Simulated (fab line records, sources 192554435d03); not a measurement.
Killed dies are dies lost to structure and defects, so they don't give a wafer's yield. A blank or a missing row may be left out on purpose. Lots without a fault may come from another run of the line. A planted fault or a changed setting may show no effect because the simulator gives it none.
Which tool did it? | flow n5_finfet | 9 lots, 27 wafers sampled, at 6 steps of a route of 1938

WHAT THE GAUGES READ, wafer by wafer
N5_BEOL_M4_RC_MEAS_101.
lot  | measured     | on        | DIBL_N (mV/V)
L917 | day 8 23:34  | prober-01 | 34.6 34.2 36.5
L919 | day 9 18:59  | prober-01 | 35.4 35.3 35.5
L927 | day 12 18:58 | prober-02 | 35.2 35.2 36.1
L930 | day 13 23:42 | prober-02 | 36.7 38.7 35.9
L931 | day 14 05:13 | prober-01 | 36.4 35.2 37.0
L936 | day 14 22:32 | prober-01 | 35.8 35.5 34.8
L937 | day 15 08:37 | prober-01 | 36.0 35.2 35.2
L938 | day 16 03:17 | prober-02 | 35.3 34.8 34.6
L939 | day 15 20:00 | prober-01 | 33.8 35.6 36.2

WHICH TOOL RAN EACH LOT (tool, then ch and the chambers of the sampled wafers, then the start)
lot  | N5_BEOL_M2_DESCUM_33               | N5_BEOL_M2_ETCH_70                 | N5_BEOL_M2_HM_STRIP_39              | N5_BEOL_M2_ALD_84                   | N5_BEOL_M2_CMP_52
L917 | rie_diel-03 ch 0,1,2, day 6 20:11  | rie_diel-06 ch 0,3, day 7 21:24    | wet_bench-05 ch 5,6,7, day 7 21:48  | ald_metal-04 ch 1,2,3, day 7 22:17  | cmp-03 ch 1,2,3, day 8 01:17
L919 | rie_diel-03 ch 2,3, day 7 05:55    | rie_diel-05 ch 0,2,3, day 8 02:02  | wet_bench-05 ch 0,1,2, day 8 02:23  | ald_metal-02 ch 1,2, day 8 02:59    | cmp-01 ch 0,1,2, day 8 07:29
L927 | rie_diel-05 ch 0,2, day 9 16:30    | rie_diel-05 ch 0,1,3, day 9 21:20  | wet_bench-06 ch 2,5,7, day 9 21:44  | ald_metal-02 ch 0,2,3, day 9 22:14  | cmp-01 ch 0,1,2, day 10 01:13
L930 | rie_diel-06 ch 0,2,3, day 11 03:20 | rie_diel-06 ch 1,2,3, day 12 05:48 | wet_bench-05 ch 1,2,6, day 12 06:12 | ald_metal-02 ch 0,2,3, day 12 06:34 | cmp-01 ch 0,2,3, day 12 09:29
L931 | rie_diel-03 ch 0,3, day 11 05:01   | rie_diel-05 ch 0,2,3, day 12 05:50 | wet_bench-06 ch 0,1,5, day 12 06:14 | ald_metal-04 ch 0,2,3, day 12 07:00 | cmp-03 ch 0,1,2, day 12 09:44
L936 | rie_diel-03 ch 0,2,3, day 11 20:25 | rie_diel-05 ch 2,3, day 12 22:47   | wet_bench-05 ch 0,3,4, day 12 23:11 | ald_metal-04 ch 0,1,3, day 12 23:28 | cmp-01 ch 0,1,3, day 13 03:44
L937 | rie_diel-06 ch 0,1,3, day 11 23:46 | rie_diel-03 ch 0,1, day 13 02:37   | wet_bench-05 ch 2,4,6, day 13 03:00 | ald_metal-04 ch 0,2, day 13 03:43   | cmp-01 ch 0,1, day 13 08:10
L938 | rie_diel-03 ch 1,2, day 12 21:45   | rie_diel-06 ch 1,3, day 13 14:30   | wet_bench-05 ch 1,2,3, day 13 14:53 | ald_metal-02 ch 1,2, day 13 15:40   | cmp-04 ch 0,2, day 13 20:25
L939 | rie_diel-03 ch 1,2,3, day 13 00:10 | rie_diel-03 ch 0,3, day 13 09:25   | wet_bench-01 ch 0,3,6, day 13 09:49 | ald_metal-03 ch 0,1,3, day 13 11:04 | cmp-01 ch 0,2, day 13 15:34
- N5_BEOL_M2_DESCUM_33: chemistry O2, time 7 s.
- N5_BEOL_M2_ETCH_70: etches SOC in N2/H2, target depth 80 nm, overetch 24 nm, time 130 s.
- N5_BEOL_M2_HM_STRIP_39: strips TiN in peroxide tin strip, target depth 25 nm, time 158 s.
- N5_BEOL_M2_ALD_84: deposits TaN, pulse time 2 s, purge time 3 s, co reactant purge time 2 s.
- N5_BEOL_M2_CMP_52: polishes, stops on SiOC, t overpolish 6.8 s, target thk 40 nm.

THE ANSWER, worked out from the rows above alone
Rule: what is usual is taken from the lots themselves. Put in order of their means at a reading, lots are off if they are a third of the lots or fewer, leave a main group of 4 or more, and stand apart from it by a gap of 3 or more times the standard deviation of the main group's means; of several such gaps the widest counts. A main group whose means are all the same, to the digits that the tables above print for the reading, isn't used. A lot without any number at a reading at which 4 lots or more have one is off too. The other lots that the step has rows for count as sound.
Off: L930, L931, at N5_BEOL_M4_RC_MEAS_101 (DIBL_N). The main group: mean 35.3 mV/V, standard deviation 0.2.
A tool fits if, at a process step before that reading, it ran every lot that is off, and no sound lot after the first of them. The gauges at N5_BEOL_M4_RC_MEAS_101 are tried like those tools. None of those tried fits.

WHAT THE SIMULATOR HAD PUT IN
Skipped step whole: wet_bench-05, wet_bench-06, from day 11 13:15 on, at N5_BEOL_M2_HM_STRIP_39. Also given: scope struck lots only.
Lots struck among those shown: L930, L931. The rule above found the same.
